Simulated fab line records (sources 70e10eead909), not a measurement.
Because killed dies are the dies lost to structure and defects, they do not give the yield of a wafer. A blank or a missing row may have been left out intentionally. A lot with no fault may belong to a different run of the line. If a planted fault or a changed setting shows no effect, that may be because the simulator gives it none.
Struck lot and sound lot, side by side + flow nand_harc + 14 steps out of a route of 1159
Sound: these wafers, L796.1, L796.2, L796.6. The struck wafers were L791.1, L791.2, L791.5. At the end, the cause is stated.
Per side, at each step with rows, come the tool, then ch with its chambers, and then its first start. Under that, the readings that differ: sound wafers + struck wafers + difference of the means + sigmas: that difference in standard deviations of wafers without a fault.
alike: a reading whose means differ by less than 2 such deviations, as well as words and numbers matching on both sides. not compared: withheld readings; readings where some wafer has no value; bounds like >300 that might hide an equal value; numbers whose values overlap and for which the record gives no deviation.
A row with sigmas, a row that says differs or no value, or rows on one side alone: a step with any of these is where the two part. Numbers that don't overlap but have no deviation are shown without sigmas and don't part them. A reading missing from all wafers of one side parts the sides only when that side holds two or more wafers.

NHARC_A_BLC_STRIP_29: strips in CF4.
  sound on rie_diel-08 ch 0,2,3, day 20 11:37; struck on rie_diel-10 ch 0,2,3, day 19 07:55
  alike: chamber_pressure_mTorr, drypump_motor_current_A, oes_product_au, rf_vpp_V, showerhead_plenum_p_Torr, throttle_valve_pct
  not compared: rf_hours_counter_h
then, 2 steps without rows for these wafers: NHARC_A_BLC_STRIP_21 (strips in O2); NHARC_A_BLC_STRIP_22 (strips in post etch residue remover, time 600 s).
NHARC_A_BLC_DEGAS_30: time 60 s.
  sound on pvd_sputter-01, day 20 12:07; struck on pvd_sputter-03, day 19 08:25
| reading              | sound                | struck | difference                    | sigmas |
|----------------------|----------------------|--------|-------------------------------|--------|
| susceptor_temp_C (C) | 299.85 300.13 300.12 | - - -  | no value on the struck wafers |        |
  alike: heater_power_w
then, 1 step without rows for these wafers: NHARC_A_BLC_PRE_CLEAN_31 (time 15 s).
NHARC_A_BLC_PVD_32: deposits Ti, target thk 5 nm, time 17.7 s.
  sound on pvd_sputter-01; struck on pvd_sputter-03
  alike: throttle_valve_pct
NHARC_A_BLC_ALD_23: deposits TiN, target thk 3 nm, pulse time 1 s, ald cycles 150.
  sound on ald_metal-04 ch 0,3, day 20 12:22; struck on ald_metal-04 ch 1,2, day 19 08:40
  alike: heater_power_w, precursor_pulse_height_rel, susceptor_temp_C
  not compared: since_wet_clean_h
then, 1 step without rows for these wafers: NHARC_A_BLC_CVD_24 (deposits W, target thk 150 nm, time 434 s).
NHARC_A_BLC_CMP_25: polishes, t overpolish 30 s, target thk 150 nm.
  sound on cmp-02 ch 0,1,2, day 20 19:53; struck on cmp-01 ch 0,2, day 19 09:25
  alike: motor_current_A, overpolish_run_s, time_to_endpoint_s
after that, 1 step had no rows for these wafers: NHARC_A_BLC_SRD_27.
NHARC_A_BLC_INSPECT_28:
  sound on defect_inspect-02, day 20 20:14; struck on defect_inspect-02, day 19 09:49
  alike: raw_defect_count
NHARC_A_M0_DEP_00: deposits SiOC, target thk 150 nm.
  sound on pecvd-01 ch 1,2, day 20 20:19; struck on pecvd-02 ch 0,1,2, day 19 09:52
  no value came back on the struck wafers for chamber_pressure_Torr (Torr), rf_fwd_power_W (W), showerhead_vpp_V (V); on the sound wafers chamber_pressure_Torr (Torr) reads 4.989 5.005 4.993
  not compared: since_wet_clean_h
then, 1 step without rows for these wafers: NHARC_A_M0_DEHYDRATE_01 (time 120 s).
-- jump in the record: it breaks off in module A_M0 and resumes in module END (first step shown: number 1159 of the route), and 2 days separate the struck wafers' starts before and after --
NHARC_END_SORT_01:
  the record has rows for the struck wafers here (prober-01 ch 0, day 21 15:47) and none for the sound ones

## WHERE THEY PART
Last at NHARC_END_SORT_01 as far as this record goes, first at NHARC_A_BLC_DEGAS_30.

WHY: what had been put in by the simulator
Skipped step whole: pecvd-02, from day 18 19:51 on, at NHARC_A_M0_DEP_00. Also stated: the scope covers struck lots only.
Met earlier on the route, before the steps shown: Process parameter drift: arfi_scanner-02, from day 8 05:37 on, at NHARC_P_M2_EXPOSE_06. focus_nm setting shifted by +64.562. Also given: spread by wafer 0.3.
